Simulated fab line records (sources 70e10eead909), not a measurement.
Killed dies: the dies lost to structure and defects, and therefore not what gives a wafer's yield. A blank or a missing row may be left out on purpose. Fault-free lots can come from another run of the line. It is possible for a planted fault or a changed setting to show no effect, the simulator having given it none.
fab line records ; flow nand_harc
record: lots: 7; wafers: 21; last_day: 31
route steps=1302 shown A_ZERO_WELL@403 A_SOURCE_PLATE@413 END@1302
lots with no fault: from the same line, run without faults
start_h: start of the lot's first displayed wafer, in hours after the record's first day ; wait_h: how many hours have passed since the lot's step before this one ; " unchanged from the row above ; L1.1+2: a row that stands for several wafers ; - either no value or no given start ; * or withheld: withheld ; < > ~ a bound
route shown NAME@n: NAME is a module with steps in the file, n the number in the route of the first one ; usual: mean and standard deviation over wafers with no fault ; same: alike in all rows ; chamber/n: place in a boat ; sites: per-site readings ; _std_site: the values' standard deviation ; _edge_site: the outer-site mean with the inner-site mean subtracted ; radius_mm: for every site, how far away it sits from the centre of the wafer ; mask NAME#n: copy n ; behind: the most recent tool/chamber to have shaped the wafer ; hold: why the lot was held/for how many hours/how that ended ; device: whichever transistor did not switch (one of n, p or np) ; end of line: tests run on the same wafers once the route is complete ; for a step that has no rows: nothing shown but its recipe ; killed: not the wafer's yield, but the dies lost to structure and defects at the first sort ; map: a wafer's dies, marking killed ones x, the rest . and places with no die _
set.NAME: the run value of the setting; set.NAME@STEP: its run value at that earlier step ; model.NAME: the simulator's own value behind a step, which no gauge read
lots at selected steps of the route; one table per step, one row per wafer
services: a tool's chamber out of use, with start hour (start_h, from the record's first day; less than 0 if before it), hours out, and reason
== steps ==
step: NHARC_A_ZERO_WELL_DESCUM_12
recipe: time_s: 3; o2_flow_sccm: 200; ar_flow_sccm: 0; bias_power_w: 0; chemistry: O2
usual: chamber_pressure_mTorr: 59.98/0.22; drypump_motor_current_A: 5.8/0.39; oes_product_au: 1.005/0.0088; rf_vpp_V: 57.8/0.9; showerhead_plenum_p_Torr: 1.90/0.086; throttle_valve_pct: 11.311/0.009
same: time_s: 3
lot.wafer;tool;chamber;start_h;wait_h;chamber_pressure_mTorr;drypump_motor_current_A;oes_product_au;rf_hours_counter_h;rf_vpp_V;showerhead_plenum_p_Torr;throttle_valve_pct
L713.4;rie_diel-06;2;141.20;-;59.98;6.0;1.004;0;57.6;1.99;11.311
L713.1;rie_diel-06;3;141.20;-;59.98;5.4;1.013;0;58.3;1.97;11.308
L713.6;rie_diel-06;2;141.20;-;59.98;6.0;0.997;-;56.2;1.99;11.296
L715.4;rie_diel-06;0;154.51;-;60.03;5.7;0.996;0;57.7;1.82;11.313
L715.2;rie_diel-06;1;154.51;-;60.05;6.0;1.003;0;57.5;1.86;11.315
L715.1;rie_diel-06;2;154.51;-;60.04;6.0;0.997;0;57.2;1.99;11.304
L721.3;rie_diel-06;0;218.14;-;60.06;5.8;0.999;2;57.5;1.82;11.332
L721.1;rie_diel-06;2;218.14;-;59.93;6.0;1.004;2;59.8;1.99;11.324
L721.6;rie_diel-06;0;218.14;-;60.00;5.8;0.995;-;56.9;1.82;11.311
L724.4;rie_diel-11;1;246.87;-;60.02;6.4;1.000;64;59.5;1.97;11.302
L724.1;rie_diel-11;3;246.87;-;60.06;6.3;1.001;53;56.6;1.99;11.306
L724.6;rie_diel-11;0;246.87;-;60.01;5.3;0.998;-;59.6;2.06;11.320
L729.1;rie_diel-06;2;297.66;-;59.88;6.0;1.018;5;57.2;1.99;11.301
L729.2;rie_diel-06;3;297.66;-;60.12;5.4;1.011;5;59.5;1.97;11.315
L729.3;rie_diel-06;0;297.66;-;59.86;5.7;0.999;4;57.0;1.82;11.317
L731.1;rie_diel-11;0;314.99;-;59.89;5.3;1.010;17;57.6;2.05;11.294
L731.2;rie_diel-11;3;314.99;-;60.07;6.3;1.006;18;58.1;1.98;11.319
L731.6;rie_diel-11;1;314.99;-;60.05;6.4;1.004;-;57.9;1.96;11.310
L732.3;rie_diel-13;1;325.91;-;59.93;5.2;0.992;24;58.9;1.79;11.321
L732.2;rie_diel-13;3;325.91;-;59.96;5.2;1.003;25;57.7;1.82;11.318
L732.4;rie_diel-13;0;325.91;-;59.94;6.5;1.011;25;60.4;2.04;11.304
step: NHARC_A_ZERO_WELL_ETCH_19
recipe: target_depth_a: 800; overetch_a: 240; time_s: 87.88; ion_energy_ev: 200; n2_flow_sccm: 150; h2_flow_sccm: 150; ar_flow_sccm: 0; rf_w: 400; bias_w: 150; chemistry: N2/H2
usual: chamber_pressure_mTorr: 30.002/0.028; drypump_motor_current_A: 5.8/0.41; oes_product_au: 1.007/0.01; rf_vpp_V: 430.2/2.7; showerhead_plenum_p_Torr: 2.03/0.094; throttle_valve_pct: 14.170/0.0095
same: time_s: 87.88
lot.wafer;tool;chamber;start_h;wait_h;chamber_pressure_mTorr;drypump_motor_current_A;oes_product_au;rf_hours_counter_h;rf_vpp_V;showerhead_plenum_p_Torr;throttle_valve_pct
L713.4;rie_diel-06;1;141.28;0.1;30.067;6.0;1.011;0;428.9;1.98;14.163
L713.1;rie_diel-06;0;141.28;0.1;30.034;5.7;0.987;0;425.7;1.94;14.167
L713.6;rie_diel-06;1;141.28;0.1;30.073;5.9;1.011;-;428.5;1.98;14.167
L715.2;rie_diel-06;1;154.60;0.1;29.960;5.9;1.016;0;428.8;1.98;14.165
L715.1;rie_diel-06;2;154.60;0.1;30.016;6.0;1.012;0;431.9;2.12;14.144
L715.4;rie_diel-06;3;154.60;0.1;29.991;5.4;1.014;0;430.8;2.10;14.165
L721.1;rie_diel-06;2;218.22;0.1;29.964;6.0;1.007;2;431.6;2.12;14.179
L721.3;rie_diel-06;3;218.22;0.1;30.031;5.4;1.008;2;431.6;2.10;14.185
L721.6;rie_diel-06;3;218.22;0.1;29.984;5.4;1.010;-;432.7;2.10;14.156
L724.1;rie_diel-11;2;246.96;0.1;29.993;5.5;1.012;57;427.5;1.97;14.167
L724.4;rie_diel-11;3;246.96;0.1;30.038;6.3;1.011;53;431.6;2.12;14.155
L724.6;rie_diel-11;1;246.96;0.1;29.984;6.4;1.000;-;430.7;2.10;14.177
L729.1;rie_diel-06;2;297.74;0.1;29.969;6.0;1.018;5;432.9;2.12;14.172
L729.2;rie_diel-06;0;297.74;0.1;30.013;5.8;0.995;4;429.1;1.94;14.157
L729.3;rie_diel-06;1;297.74;0.1;29.967;5.9;1.014;4;429.2;1.98;14.171
L731.1;rie_diel-11;2;315.07;0.1;29.991;5.5;1.018;16;426.1;1.96;14.154
L731.2;rie_diel-11;3;315.07;0.1;29.985;6.3;1.013;18;432.0;2.11;14.160
L731.6;rie_diel-11;3;315.07;0.1;30.059;6.3;1.014;-;434.2;2.11;14.167
L732.4;rie_diel-13;1;326.01;0.1;30.010;5.1;0.993;24;426.9;1.91;14.166
L732.2;rie_diel-13;2;326.01;0.1;30.053;5.9;0.990;24;425.2;1.93;14.153
L732.3;rie_diel-13;3;326.01;0.1;29.964;5.2;1.002;25;427.9;1.94;14.158
step: NHARC_A_ZERO_WELL_ETCH_13
recipe: target_depth_a: 1200; time_s: 40.1; hbr_flow_sccm: 150; cl2_flow_sccm: 50; rf_w: 400; icp_w: 400; bias_w: 100; chemistry: HBr/Cl2
usual: chamber_pressure_mTorr: 14.999/0.014; drypump_motor_current_A: 5.6/0.32; oes_product_au: 1.000/0.0096; throttle_valve_pct: 26.406/0.0092
same: time_s: 40.1
lot.wafer;tool;chamber;start_h;wait_h;chamber_pressure_mTorr;drypump_motor_current_A;oes_product_au;rf_hours_counter_h;throttle_valve_pct
L713.1;rie_si-06;3;141.40;-;14.987;5.7;0.989;0.5;26.401
L713.4;rie_si-06;0;141.40;-;15.007;5.2;1.013;0.4;26.382
L713.6;rie_si-06;0;141.40;-;14.997;5.1;1.023;-;26.417
L715.4;rie_si-04;0;154.72;-;15.000;5.7;0.993;1.2;26.382
L715.1;rie_si-04;1;154.72;-;14.982;5.5;0.979;1.0;26.389
L715.2;rie_si-04;2;154.72;-;14.994;5.0;1.006;1.0;26.400
L721.1;rie_si-01;3;218.34;-;14.995;5.6;1.004;0.1;26.412
L721.3;rie_si-01;0;218.34;-;15.007;5.6;0.995;0.2;26.410
L721.6;rie_si-01;0;218.34;-;14.990;5.6;0.994;-;26.397
L724.4;rie_si-06;0;247.08;-;14.982;5.2;1.007;1.3;26.410
L724.1;rie_si-06;2;247.08;-;14.992;6.1;0.994;1.0;26.399
L724.6;rie_si-06;3;247.08;-;14.989;5.7;0.983;-;26.391
L729.2;rie_si-01;1;297.88;-;14.980;5.8;0.998;0.6;26.417
L729.3;rie_si-01;2;297.88;-;14.997;6.0;1.012;0.6;26.391
L729.1;rie_si-01;3;297.88;-;15.034;5.6;1.002;0.6;26.422
L731.1;rie_si-01;0;315.19;-;15.022;5.6;0.988;0.7;26.393
L731.2;rie_si-01;1;315.19;-;15.000;5.8;1.000;0.6;26.416
L731.6;rie_si-01;1;315.19;-;14.985;5.8;1.000;-;26.414
L732.3;rie_si-01;3;326.13;-;15.010;5.6;0.998;0.8;26.403
L732.4;rie_si-01;0;326.13;-;14.989;5.7;0.998;0.8;26.398
L732.2;rie_si-01;1;326.13;-;14.997;5.8;1.002;0.8;26.401
step: NHARC_A_ZERO_WELL_STRIP_14
recipe: time_s: 900; temp_c: 130; chemistry: SPM
step: NHARC_A_ZERO_WELL_IMPLANT_15
recipe: energy_kev: 150; dose_cm2: 1e+13; tilt_deg: 7
step: NHARC_A_ZERO_WELL_PRECLEAN_22
recipe: time_s: 60; temp_c: 50; bath_age_min: 0; chemistry: SC1
step: NHARC_A_ZERO_WELL_SRD_23
step: NHARC_A_ZERO_WELL_RTA_16
recipe: temp_c: 1000; time_s: 10
usual: lamp_power_pct: 32.2/0.54; lamp_zone_5_pct: 32.2/0.54; lamp_zone_6_pct: 32.2/0.53; wafer_temp_C_max: 1004.4/1.3
same: time_s: 10
lot.wafer;tool;chamber;start_h;wait_h;lamp_power_pct;lamp_zone_5_pct;lamp_zone_6_pct;wafer_temp_C_max
L713.1;rtp_anneal-02;0;142.31;-;32.6;32.5;32.4;1003.7
L713.4;rtp_anneal-02;0;142.31;-;32.5;32.5;32.5;1004.3
L713.6;rtp_anneal-02;0;142.31;-;32.5;32.5;32.4;1003.8
L715.1;rtp_anneal-01;0;155.66;-;31.2;31.1;31.2;1002.4
L715.2;rtp_anneal-01;0;155.66;-;31.1;31.2;31.1;1002.3
L715.4;rtp_anneal-01;0;155.66;-;31.1;31.2;31.2;1002.1
L721.1;rtp_anneal-02;0;219.30;-;32.5;32.5;32.4;1004.2
L721.3;rtp_anneal-02;0;219.30;-;32.5;32.5;32.4;1006.1
L721.6;rtp_anneal-02;0;219.30;-;32.6;32.5;32.5;1004.0
L724.1;rtp_anneal-02;0;248.02;0.1;32.5;32.5;32.4;1004.6
L724.4;rtp_anneal-02;0;248.02;0.1;32.5;32.5;32.4;1004.3
L724.6;rtp_anneal-02;0;248.02;0.1;32.5;32.5;32.4;1004.0
L729.1;rtp_anneal-01;0;298.77;-;31.2;31.1;31.1;1002.6
L729.2;rtp_anneal-01;0;298.77;-;31.2;31.2;31.1;1002.9
L729.3;rtp_anneal-01;0;298.77;-;31.1;31.2;31.1;1002.2
L731.1;rtp_anneal-02;0;316.09;-;32.6;32.5;32.5;1004.5
L731.2;rtp_anneal-02;0;316.09;-;32.5;32.5;32.4;1005.3
L731.6;rtp_anneal-02;0;316.09;-;32.5;32.5;32.5;1005.1
L732.2;rtp_anneal-02;0;327.05;-;32.5;32.5;32.5;1004.8
L732.3;rtp_anneal-02;0;327.05;-;32.5;32.6;32.5;1003.6
L732.4;rtp_anneal-02;0;327.05;-;32.5;32.6;32.4;1005.8
step: NHARC_A_ZERO_WELL_INSPECT_17
usual: raw_defect_count: 12/8
lot.wafer;tool;chamber;start_h;wait_h;raw_defect_count
L713.1;defect_inspect-02;-;142.51;0.2;23
L713.4;defect_inspect-02;-;142.51;0.2;21
L713.6;defect_inspect-02;-;142.51;0.2;23
L715.1;defect_inspect-02;-;155.85;0.2;10
L715.2;defect_inspect-02;-;155.85;0.2;16
L715.4;defect_inspect-02;-;155.85;0.2;7
L721.1;defect_inspect-02;-;219.50;0.2;9
L721.3;defect_inspect-02;-;219.50;0.2;15
L721.6;defect_inspect-02;-;219.50;0.2;11
L724.1;defect_inspect-02;-;248.22;0.2;12
L724.4;defect_inspect-02;-;248.22;0.2;10
L724.6;defect_inspect-02;-;248.22;0.2;12
L729.1;defect_inspect-02;-;298.96;0.2;8
L729.2;defect_inspect-02;-;298.96;0.2;3
L729.3;defect_inspect-02;-;298.96;0.2;8
L731.1;defect_inspect-02;-;316.29;0.2;20
L731.2;defect_inspect-02;-;316.29;0.2;9
L731.6;defect_inspect-02;-;316.29;0.2;2
L732.2;defect_inspect-01;-;327.22;0.1;9
L732.3;defect_inspect-01;-;327.22;0.1;2
L732.4;defect_inspect-01;-;327.22;0.1;5
step: NHARC_A_SOURCE_PLATE_PRECLEAN_00
recipe: time_s: 60; chemistry: HF-LAST
step: NHARC_A_SOURCE_PLATE_SRD_01
step: NHARC_A_SOURCE_PLATE_OXIDE_02
recipe: target_thk_a: 100; temp_c: 900; ox_time_s: 1362; material: SiO2
usual: spike_tc_centre_C: 899.4/1.5; spike_tc_lower_C: 900.4/1.5; zone_power_bottom_pct: 26.4/1.5; zone_power_top_pct: 35.7/1.7
lot.wafer;tool;chamber;start_h;wait_h;spike_tc_centre_C;spike_tc_lower_C;zone_power_bottom_pct;zone_power_top_pct
L713.1;furnace-01;0;145.76;-;899.5;901.3;25.8;37.6
L713.4;furnace-01;0;145.76;-;900.0;900.5;26.3;36.5
L713.6;furnace-01;0;145.76;-;896.9;902.5;26.6;36.9
L715.1;furnace-01;0;157.12;-;898.6;900.7;26.7;36.6
L715.2;furnace-01;0;157.12;-;898.6;900.6;26.2;36.9
L715.4;furnace-01;0;157.12;-;898.4;900.7;26.8;36.6
L721.1;furnace-08;0;222.62;-;897.3;898.6;31.2;35.8
L721.3;furnace-08;0;222.62;-;898.6;898.5;30.9;35.7
L721.6;furnace-08;0;222.62;-;897.5;898.6;30.8;36.1
L724.1;furnace-02;0;250.98;-;901.3;898.2;25.5;33.3
L724.4;furnace-02;0;250.98;-;900.0;898.1;25.0;33.3
L724.6;furnace-02;0;250.98;-;901.5;899.5;25.4;33.7
L729.1;furnace-08;0;302.10;-;899.7;900.6;30.8;35.4
L729.2;furnace-08;0;302.10;-;898.2;900.3;31.2;35.5
L729.3;furnace-08;0;302.10;-;897.8;899.4;30.9;35.5
L729.1;furnace-02;0;306.18;0.4;899.4;901.0;25.3;33.7
L729.2;furnace-02;0;306.18;0.4;899.9;900.2;25.5;34.0
L729.3;furnace-02;0;306.18;0.4;900.2;897.6;25.2;33.8
L731.1;furnace-01;0;325.35;-;899.1;899.2;26.7;36.6
L731.2;furnace-01;0;325.35;-;898.9;899.6;26.8;37.1
L731.6;furnace-01;0;325.35;-;899.3;900.1;27.1;37.3
L731.1;furnace-01;0;332.61;3.6;899.7;901.6;27.0;36.3
L731.2;furnace-01;0;332.61;3.6;898.4;901.6;26.5;37.1
L731.6;furnace-01;0;332.61;3.6;896.8;900.7;26.9;37.2
L732.2;furnace-02;0;330.87;-;901.1;899.6;24.9;33.8
L732.3;furnace-02;0;330.87;-;901.3;898.7;25.1;33.4
L732.4;furnace-02;0;330.87;-;901.5;898.6;25.1;33.6
L732.2;furnace-02;0;336.27;1.7;900.0;899.3;25.1;34.3
L732.3;furnace-02;0;336.27;1.7;900.1;899.1;24.9;33.7
L732.4;furnace-02;0;336.27;1.7;901.0;899.8;25.1;33.8
step: NHARC_A_SOURCE_PLATE_THK_MEAS_09
recipe: thk_meas_gauge: ellipsometry
usual: thk_nm: 9.6/0.92
lot.wafer;tool;chamber;start_h;wait_h;thk_nm
L713.1;film_metro-01;-;149.80;0.4;11.9
L713.4;film_metro-01;-;149.80;0.4;9.1
L713.6;film_metro-01;-;149.80;0.4;9.6
L715.1;film_metro-02;-;161.18;0.4;9.6
L715.2;film_metro-02;-;161.18;0.4;10.5
L715.4;film_metro-02;-;161.18;0.4;10.1
L721.1;film_metro-02;-;226.68;0.4;10.0
L721.3;film_metro-02;-;226.68;0.4;8.8
L721.6;film_metro-02;-;226.68;0.4;10.0
L724.1;film_metro-02;-;254.99;0.4;8.8
L724.4;film_metro-02;-;254.99;0.4;11.5
L724.6;film_metro-02;-;254.99;0.4;10.0
L729.1;film_metro-02;-;310.57;0.7;15.6
L729.2;film_metro-02;-;310.57;0.7;16.1
L729.3;film_metro-02;-;310.57;0.7;16.6
L731.1;film_metro-02;-;336.94;0.7;15.5
L731.2;film_metro-02;-;336.94;0.7;14.9
L731.6;film_metro-02;-;336.94;0.7;15.0
L732.2;film_metro-02;-;340.63;0.7;14.3
L732.3;film_metro-02;-;340.63;0.7;16.2
L732.4;film_metro-02;-;340.63;0.7;17.0
step: NHARC_A_SOURCE_PLATE_PVD_04
recipe: target_thk_a: 500; material: WSi2
step: NHARC_END_SORT_01
recipe: temp_c: 25
usual: killed_at_array: 53/20; killed_at_other: 1/1.2; killed_at_periphery: 3.7/2.6; killed_dies: 58/20; killed_open: 3.5/1.8; killed_short: 2.4/1.7
same: gross_dies: 677
lot.wafer;tool;chamber;start_h;wait_h;killed_at_array;killed_at_other;killed_at_periphery;killed_dies;killed_open;killed_short
L713.1;prober-02;0;555.83;2.5;11;0;5;16;2;3
L713.4;prober-02;0;558.21;3.4;26;0;3;29;3;3
L713.6;prober-02;0;559.80;4.0;22;1;4;27;1;1
L715.1;prober-02;0;573.22;2.5;66;0;2;68;1;3
L715.2;prober-02;0;574.00;2.8;71;1;3;75;4;0
L715.4;prober-02;0;575.57;3.4;71;1;1;73;4;3
L721.1;prober-02;0;645.66;2.5;78;0;1;79;0;4
L721.3;prober-02;0;647.24;3.1;70;1;2;73;6;1
L721.6;prober-02;0;649.60;3.9;84;0;0;84;0;5
L724.1;prober-02;0;676.18;2.5;69;1;11;81;5;0
L724.4;prober-02;0;678.59;3.4;63;0;10;73;3;5
L724.6;prober-02;0;680.20;4.0;57;0;5;62;1;0
L729.1;prober-02;0;724.14;2.5;44;3;2;49;3;3
L729.2;prober-02;0;724.93;2.8;27;2;5;34;1;0
L729.3;prober-02;0;725.73;3.1;47;3;8;58;5;4
L731.1;prober-01;0;737.91;2.5;46;0;2;48;5;1
L731.2;prober-01;0;738.71;2.8;43;0;3;46;4;2
L731.6;prober-01;0;741.92;4.0;45;0;2;47;2;2
L732.2;prober-02;0;738.77;2.8;44;1;2;47;5;1
L732.3;prober-02;0;739.55;3.1;52;2;1;55;3;3
L732.4;prober-02;0;740.33;3.4;53;1;1;55;6;1
killed by level:class
L713.1 A_BONDPAD:chamber_film_flake=3 P_M1:chamber_film_flake=2 P_CONTACT:geometric_particle:open=1 A_CHANNEL_FILL_D1:geometric_particle:open=1 A_DECK1_JOINT:geometric_particle:short=1 A_CHANNEL_FILL_D2:geometric_particle:short=1 A_WL_FILL:geometric_particle:short=1 P_STI:chamber_film_flake=1
L713.4 A_BONDPAD:chamber_film_flake=6 A_CHANNEL_HOLE_D2:chamber_film_flake=5 A_CONTACT:chamber_film_flake=4 A_WL_FILL:geometric_particle:short=2 A_ZERO_WELL:chamber_film_flake=2 A_STAIRCASE:chamber_film_flake=2 P_STI:geometric_particle:short=1 P_GATE:geometric_particle:open=1
L713.6 A_CHANNEL_HOLE_D2:chamber_film_flake=10 A_CONTACT:chamber_film_flake=3 A_BONDPAD:chamber_film_flake=3 P_STI:chamber_film_flake=2 P_M1:chamber_film_flake=2 A_ZERO_WELL:chamber_film_flake=2 A_ONON_D1:geometric_particle:open=1 A_WL_FILL:geometric_particle:short=1
L715.1 A_CHANNEL_HOLE_D2:chamber_film_flake=24 A_CHANNEL_HOLE_D1:chamber_film_flake=20 A_SLIT:chamber_film_flake=12 A_CONTACT:chamber_film_flake=4 A_STAIRCASE:chamber_film_flake=2 P_M0:geometric_particle:short=1 A_ONON_D2:geometric_particle:short=1 A_CHANNEL_FILL_D2:geometric_particle:short=1
L715.2 A_CHANNEL_HOLE_D1:chamber_film_flake=28 A_SLIT:chamber_film_flake=20 A_CHANNEL_HOLE_D2:chamber_film_flake=18 A_CONTACT:chamber_film_flake=2 P_GATE:geometric_particle:open=1 P_CONTACT:geometric_particle:open=1 P_M0:geometric_particle:open=1 A_ONON_D1:geometric_particle:open=1
L715.4 A_CHANNEL_HOLE_D1:chamber_film_flake=26 A_CHANNEL_HOLE_D2:chamber_film_flake=21 A_SLIT:chamber_film_flake=11 A_CONTACT:chamber_film_flake=5 A_BLC:geometric_particle:open=2 A_DECK1_JOINT:chamber_film_flake=2 P_M0:geometric_particle:short=1 A_ONON_D1:geometric_particle:short=1
L721.1 A_CHANNEL_HOLE_D1:chamber_film_flake=34 A_CHANNEL_HOLE_D2:chamber_film_flake=33 A_CONTACT:chamber_film_flake=3 A_STAIRCASE:chamber_film_flake=2 A_ONON_D1:geometric_particle:short=1 A_CHANNEL_FILL_D1:geometric_particle:short=1 A_CHANNEL_HOLE_D2:geometric_particle:short=1 A_WL_FILL:geometric_particle:short=1
L721.3 A_CHANNEL_HOLE_D2:chamber_film_flake=30 A_CHANNEL_HOLE_D1:chamber_film_flake=26 A_STAIRCASE:chamber_film_flake=4 A_CONTACT:chamber_film_flake=4 A_CHANNEL_FILL_D1:geometric_particle:open=2 A_CHANNEL_FILL_D2:geometric_particle:open=2 P_M0:geometric_particle:open=1 A_CHANNEL_HOLE_D1:geometric_particle:open=1
L721.6 A_CHANNEL_HOLE_D1:chamber_film_flake=38 A_CHANNEL_HOLE_D2:chamber_film_flake=33 A_ONON_D2:geometric_particle:short=4 A_STAIRCASE:chamber_film_flake=3 A_CONTACT:chamber_film_flake=2 A_CHANNEL_HOLE_D1:geometric_particle:short=1 A_SLIT:chamber_film_flake=1 A_CHANNEL_FILL_D1:chamber_film_flake=1
L724.1 A_CHANNEL_HOLE_D1:chamber_film_flake=36 A_CHANNEL_HOLE_D2:chamber_film_flake=19 P_GATE:chamber_film_flake=5 A_SLIT:chamber_film_flake=5 P_BONDPAD:chamber_film_flake=4 A_STAIRCASE:chamber_film_flake=4 P_CONTACT:geometric_particle:open=1 A_SOURCE_PLATE:geometric_particle:open=1
L724.4 A_CHANNEL_HOLE_D1:chamber_film_flake=30 A_CHANNEL_HOLE_D2:chamber_film_flake=14 P_BONDPAD:chamber_film_flake=6 A_SLIT:chamber_film_flake=5 A_STAIRCASE:chamber_film_flake=3 A_CONTACT:chamber_film_flake=3 A_DECK1_JOINT:geometric_particle:short=2 P_GATE:chamber_film_flake=2
L724.6 A_CHANNEL_HOLE_D1:chamber_film_flake=34 A_CHANNEL_HOLE_D2:chamber_film_flake=18 P_GATE:chamber_film_flake=2 P_BONDPAD:chamber_film_flake=2 A_DECK1_JOINT:chamber_film_flake=2 A_SLIT:chamber_film_flake=2 A_CHANNEL_FILL_D1:geometric_particle:open=1 P_ZERO_WELL:chamber_film_flake=1
L729.1 A_CHANNEL_HOLE_D2:chamber_film_flake=18 A_CONTACT:chamber_film_flake=9 A_CHANNEL_HOLE_D1:chamber_film_flake=7 A_SLIT:chamber_film_flake=4 THIN_TSV:chamber_film_flake=3 A_ONON_D1:geometric_particle:short=2 P_M2:geometric_particle:short=1 A_STAIRCASE:geometric_particle:open=1
L729.2 A_CHANNEL_HOLE_D2:chamber_film_flake=11 A_SLIT:chamber_film_flake=6 A_CHANNEL_HOLE_D1:chamber_film_flake=4 A_CONTACT:chamber_film_flake=4 P_M1:chamber_film_flake=2 THIN_TSV:chamber_film_flake=2 A_CONTACT:geometric_particle:open=1 P_ZERO_WELL:chamber_film_flake=1
L729.3 A_CHANNEL_HOLE_D2:chamber_film_flake=19 A_SLIT:chamber_film_flake=8 A_CHANNEL_HOLE_D1:chamber_film_flake=5 P_M1:chamber_film_flake=3 A_CONTACT:chamber_film_flake=3 THIN_TSV:chamber_film_flake=3 A_CONTACT:geometric_particle:open=2 P_STI:chamber_film_flake=2
L731.1 A_CHANNEL_HOLE_D1:chamber_film_flake=32 A_SLIT:chamber_film_flake=4 A_CONTACT:chamber_film_flake=4 P_CONTACT:geometric_particle:open=1 P_M2:geometric_particle:open=1 A_SGD_CUT:geometric_particle:short=1 A_WL_FILL:geometric_particle:open=1 A_BLC:geometric_particle:open=1
L731.2 A_CHANNEL_HOLE_D1:chamber_film_flake=28 A_CONTACT:chamber_film_flake=7 A_SLIT:chamber_film_flake=3 P_CONTACT:geometric_particle:open=1 P_M0:geometric_particle:open=1 A_SOURCE_PLATE:geometric_particle:open=1 A_ONON_D2:geometric_particle:short=1 A_SGD_CUT:geometric_particle:short=1
L732.2 A_SLIT:chamber_film_flake=17 A_CHANNEL_HOLE_D2:chamber_film_flake=15 A_CONTACT:chamber_film_flake=4 A_CHANNEL_FILL_D2:chamber_film_flake=2 P_M0:geometric_particle:open=1 P_M1:geometric_particle:open=1 A_ONON_D1:geometric_particle:open=1 A_CHANNEL_HOLE_D1:geometric_particle:open=1
L732.3 A_SLIT:chamber_film_flake=24 A_CHANNEL_HOLE_D2:chamber_film_flake=13 A_CHANNEL_HOLE_D1:chamber_film_flake=10 P_M0:geometric_particle:open=1 A_ONON_D1:geometric_particle:short=1 A_ONON_D2:geometric_particle:open=1 A_WL_FILL:geometric_particle:short=1 A_M0:geometric_particle:open=1
L732.4 A_CHANNEL_HOLE_D2:chamber_film_flake=24 A_SLIT:chamber_film_flake=13 A_CHANNEL_HOLE_D1:chamber_film_flake=4 A_STAIRCASE:chamber_film_flake=3 A_DECK1_JOINT:geometric_particle:open=2 A_DECK1_JOINT:geometric_particle:short=1 A_ONON_D2:geometric_particle:open=1 A_CHANNEL_FILL_D2:geometric_particle:open=1
L731.6 A_CHANNEL_HOLE_D1:chamber_film_flake=25 A_SLIT:chamber_film_flake=10 A_CONTACT:chamber_film_flake=4 A_M1:geometric_particle:open=2 A_DECK1_JOINT:geometric_particle:short=1 A_CHANNEL_FILL_D2:geometric_particle:short=1 P_STI:chamber_film_flake=1 P_GATE:chamber_film_flake=1
== services ==
tool;chamber;start_h;hours;kind
rie_diel-11;-;117.97;0.4;repair
rie_diel-13;2;119.30;2.7;repair
rie_diel-06;-;130.20;9.0;pm
rie_diel-06;0;130.20;9.0;vent_cycle
rie_diel-06;1;130.20;9.0;vent_cycle
rie_diel-06;2;130.20;9.0;vent_cycle
rie_diel-13;2;139.25;1.6;repair
rie_si-04;-;165.00;9.0;pm
rie_diel-13;-;165.50;9.0;pm
rie_si-01;-;193.00;9.0;pm
rie_diel-13;3;197.57;5.2;repair
furnace-01;-;206.00;26.0;pm
rie_si-06;2;213.28;6.0;repair
rie_si-04;3;219.32;8.5;repair
rie_si-04;1;224.46;1.8;repair
rie_si-06;-;249.00;9.0;pm
rie_si-01;1;253.05;6.5;repair
rie_diel-11;-;256.93;9.0;pm
rie_diel-06;1;286.58;8.5;repair
rie_si-06;-;291.19;1.2;repair
rie_diel-06;-;307.20;9.0;pm
rie_si-04;0;310.48;5.7;repair
rie_diel-06;3;329.27;9.6;repair
rie_diel-13;1;335.33;21.1;repair
== key ==
first_sign: step: NHARC_A_SOURCE_PLATE_OXIDE_02; reading: visit; direction: added
effect: step: NHARC_A_SOURCE_PLATE_THK_MEAS_09; reading: thk_nm; direction: up; sigmas: 6.6; usual: 9.6; struck: 15.7
met_at NHARC_A_SOURCE_PLATE_OXIDE_02
struck_wafers L729.1,L729.2,L729.3,L731.1,L731.2,L731.6,L732.2,L732.3,L732.4
tester_left_out L729,L731,L732
fault: kind: repeated_step_whole; tool: furnace-01,furnace-02,furnace-08; chamber: -; onset_h: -; steps: NHARC_A_SOURCE_PLATE_OXIDE_02; times: 1; scope: struck_lots_only
tester_left_out: of these lots the tester's yield and bins aren't shown, on N5 and GAA mostly nor the transistor test; their killed dies are dies lost to structure and defects alone, not to doping, threshold or leakage, so they don't give the yield
